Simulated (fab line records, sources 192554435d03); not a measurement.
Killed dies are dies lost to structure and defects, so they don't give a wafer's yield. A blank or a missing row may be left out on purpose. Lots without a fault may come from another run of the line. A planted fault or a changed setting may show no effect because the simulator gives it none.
Split-lot experiment | flow n5_finfet | 7 lots, 21 wafers read, on a route of 1938 steps

THE SPLIT
At N5_BEOL_M1_TRENCH_ETCH_37 (etches SiOC in C4F6/O2, target depth 55.207 nm, time 29 s), the setting time_s was moved away from the recipe's 29 s on 10 of the 21 wafers read, by -12.7% to +21.4%. The other wafers ran this setting at the recipe's value.

FROM THE SPLIT TO THE READING: what the file shows between them, 2 steps
- N5_BEOL_M1_ETCH_41: etches SiCN in CH3F/O2, target depth 31.9 nm, time 57.8 s
- N5_BEOL_M1_STRIP_97: strips in N2/H2, time 10 s

THE READING
trench_depth_nm, in nm, at N5_BEOL_M1_OCD_MEAS_38. Fault-free wafers of this fab line usually give 54.9 nm, standard deviation 0.93 nm.

wafer  | tool, chamber at the split | time_s as run, s | against the recipe | trench_depth_nm, nm | against lot-mates on the recipe
L075.2 | rie_diel-03, 1             | 29               | recipe             | 55.8                | -
L075.3 | rie_diel-03, 3             | 29               | recipe             | 54.9                | -
L075.4 | rie_diel-03, 2             | 29               | recipe             | 55.6                | -
L077.4 | rie_diel-05, 1             | 29               | recipe             | 55.7                | -
L077.5 | rie_diel-05, 3             | 29               | recipe             | 55.8                | -
L077.6 | rie_diel-05, 0             | 29               | recipe             | 55.7                | -
L079.4 | rie_diel-03, 1             | 34.25            | +18.1%             | 65.5                | +11.4
L079.5 | rie_diel-03, 0             | 29               | recipe             | 54.1                | -
L079.6 | rie_diel-03, 3             | 34.25            | +18.1%             | 64.1                | +10.0
L085.2 | rie_diel-05, 2             | 29               | recipe             | 56.3                | -
L085.4 | rie_diel-05, 3             | 32.02            | +10.4%             | 59.7                | +3.4
L085.6 | rie_diel-05, 1             | 32.02            | +10.4%             | 60.3                | +4.0
L086.2 | rie_diel-01, 2             | 26.13            | -9.9%              | 49.2                | no lot-mate on the recipe
L086.4 | rie_diel-01, 3             | 26.13            | -9.9%              | 49.8                | no lot-mate on the recipe
L086.5 | rie_diel-01, 2             | 26.13            | -9.9%              | 49.3                | no lot-mate on the recipe
L088.2 | rie_diel-01, 1             | 29               | recipe             | 57.0                | -
L088.5 | rie_diel-01, 1             | 25.31            | -12.7%             | 48.8                | -7.5
L088.6 | rie_diel-01, 0             | 29               | recipe             | 55.5                | -
L097.1 | rie_diel-03, 1             | 35.22            | +21.4%             | 66.6                | +11.9
L097.3 | rie_diel-03, 0             | 35.22            | +21.4%             | 64.7                | +10.0
L097.6 | rie_diel-03, 1             | 29               | recipe             | 54.7                | -

THE FIT
A straight line over all 21 wafers: trench_depth_nm changes by +0.51 nm for each +1% of time_s; r = +0.99; the points scatter about the line by 0.84 nm.
The same after taking each lot's own level away (the mean of its wafers on the recipe; 18 wafers): +0.535 nm for each +1%; r = +0.98; scatter 0.93 nm.
On that fit, the largest move of time_s shifts the reading by 11 nm.
The lots' own levels span 54.10 to 56.30 nm, that is 2.4 times the standard deviation above.
So the lot-to-lot level changes the slope little: the two slopes agree.
Check: with one of the wafers moved furthest among these (+21.4%) left out of the fit, the line predicts +11.1 nm for it against its lot-mates. It came out at +11.9 nm against them.

THE WHOLE CHAIN: every reading that the file lists as answering this split, in the file's order
step                      | what it does                                              | reading                                                                   | change (the file's fit)               | r (the file's)
N5_BEOL_M1_TRENCH_ETCH_37 | etches SiOC in C4F6/O2, target depth 55.207 nm, time 29 s | BEOL_M1.feature_depth_nm (the simulator's own value, which no gauge read) | +0.543 nm for each +1% of the setting | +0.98
N5_BEOL_M1_TRENCH_ETCH_37 | etches SiOC in C4F6/O2, target depth 55.207 nm, time 29 s | etch.depth_nm (the simulator's own value, which no gauge read)            | +0.545 nm for each +1% of the setting | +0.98
N5_BEOL_M1_OCD_MEAS_38    |                                                           | trench_depth_nm                                                           | +0.531 nm for each +1% of the setting | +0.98

THE FILE'S OWN FIT
trench_depth_nm changes by +0.531 nm for each +1% of time_s, r = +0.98.
